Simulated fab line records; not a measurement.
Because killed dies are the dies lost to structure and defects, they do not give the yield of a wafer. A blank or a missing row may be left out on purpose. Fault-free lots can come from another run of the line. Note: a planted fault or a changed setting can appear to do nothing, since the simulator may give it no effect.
A lot that was struck, set against a sound lot :: flow nand-harc :: 14 steps out of a route of 1159
Sound: wafers L850.2, L850.3, L850.4. Struck: wafers L863.4, L863.5, L863.6. At the end, the cause is stated.
Each step with rows lists, per side, the tool, then ch with its chambers, then its first start. Under that, the readings that differ: sound wafers :: struck wafers :: difference of the means :: sigmas: that difference in standard deviations of wafers without a fault.
alike: readings whose means differ by less than 2 such deviations, and words and numbers that are the same on both sides. not compared: withheld readings, readings that some wafer has no value for, bounds like >300 that may hide the same value, and numbers for which the record gives no deviation and whose values overlap.
The two part at a step that has a row with sigmas, a row that says differs or no value, or rows on one side only. Numbers that have no deviation but don't overlap get no sigmas and don't part them. A reading missing from all wafers of one side parts the sides only when that side holds two or more wafers.

NHARC_P_CONTACT_PVD_32: deposits Ti, target thk 5 nm, time 17.7 s.
  sound on pvd-sputter-02; struck on pvd-sputter-02
  alike: cathode-dc-power-W, throttle-valve-pct
NHARC_P_CONTACT_ALD_22: deposits TiN, target thk 3 nm, pulse time 1 s, ald cycles 150.
  sound on ald-metal-03 ch 0,1,3, day 5 07:55; struck on ald-metal-02 ch 2,3, day 9 06:54
  alike: heater-power-w, precursor-pulse-height-rel
NHARC_P_CONTACT_CVD_23: deposits W, target thk 200 nm, time 557 s.
  sound on cvd-w-01 ch 0,1; struck on cvd-w-02 ch 0,1
reading: throttle-valve-pct (%)
sound: 8.73 8.64 8.14
struck: 7.66 7.90 7.85
difference: -0.70
sigmas: -2
  alike: heater-power-w, mfc-wf6-sccm
NHARC_P_CONTACT_CMP_24: polishes, t overpolish 30 s, target thk 200 nm.
  sound on cmp-02 ch 1,2,3, day 5 08:46; struck on cmp-01 ch 0,1,3, day 9 17:19
  alike: motor-current-A, overpolish-run-s, retaining-ring-pressure-frac, slurry-flow-ml-min, time-to-endpoint-s
next, for these wafers, 1 step has no rows: NHARC_P_CONTACT_SRD_26.
NHARC_P_CONTACT_INSPECT_27:
  sound on defect-inspect-01 at day 5 09:10; struck on defect-inspect-02 at day 9 17:39
  alike: raw-defect-count
then, 5 steps without rows for these wafers: NHARC_P_M0_DEP_00 (deposits SiOC, target thk 150 nm); NHARC_P_M0_DEHYDRATE_01 (time 120 s); NHARC_P_M0_HMDS_02 (time 30 s); NHARC_P_M0_COAT_33 (time 65 s); NHARC_P_M0_COAT_03 (resist thk 90 nm).
NHARC_P_M0_SOFTBAKE_04: time 55 s.
  sound on litho-track-01 ch 0, day 5 09:00; struck on litho-track-06 ch 0, day 9 18:00
reading: heater-power-total-W (W)
sound: 188.40 188.28 188.43
struck: 177.19 176.94 176.87
difference: -11.37
sigmas: -81
next, for these wafers, 1 step has no rows: NHARC_P_M0_EBR_05.
-- record jumps: 14 days between struck wafers' starts before vs after; left off in module P_M0, resumes in module END, first step shown is number 1159 of the route --
NHARC_END_SORT_01:
  sound on prober-02 ch 0, day 19 14:18; struck on prober-02 ch 0, day 23 15:02
reading: sort-rim-yield-pct (%)
sound: 97.2 99.1 99.1
struck: 87.7 97.2 92.5
difference: -6.0
sigmas: -3
  alike: defect-limited-yield, killed-at-array, killed-at-other, killed-at-periphery, killed-dies, killed-open, killed-short, sort_bin_2_pct, sort_bin_3_pct, sort_bin_4_pct, sort-n-pass, sort-yield-pct

WHERE THEY PART
Earliest at NHARC_P_CONTACT_CVD_23; latest, in this record, at NHARC_END_SORT_01.

WHY: whatever the simulator had introduced
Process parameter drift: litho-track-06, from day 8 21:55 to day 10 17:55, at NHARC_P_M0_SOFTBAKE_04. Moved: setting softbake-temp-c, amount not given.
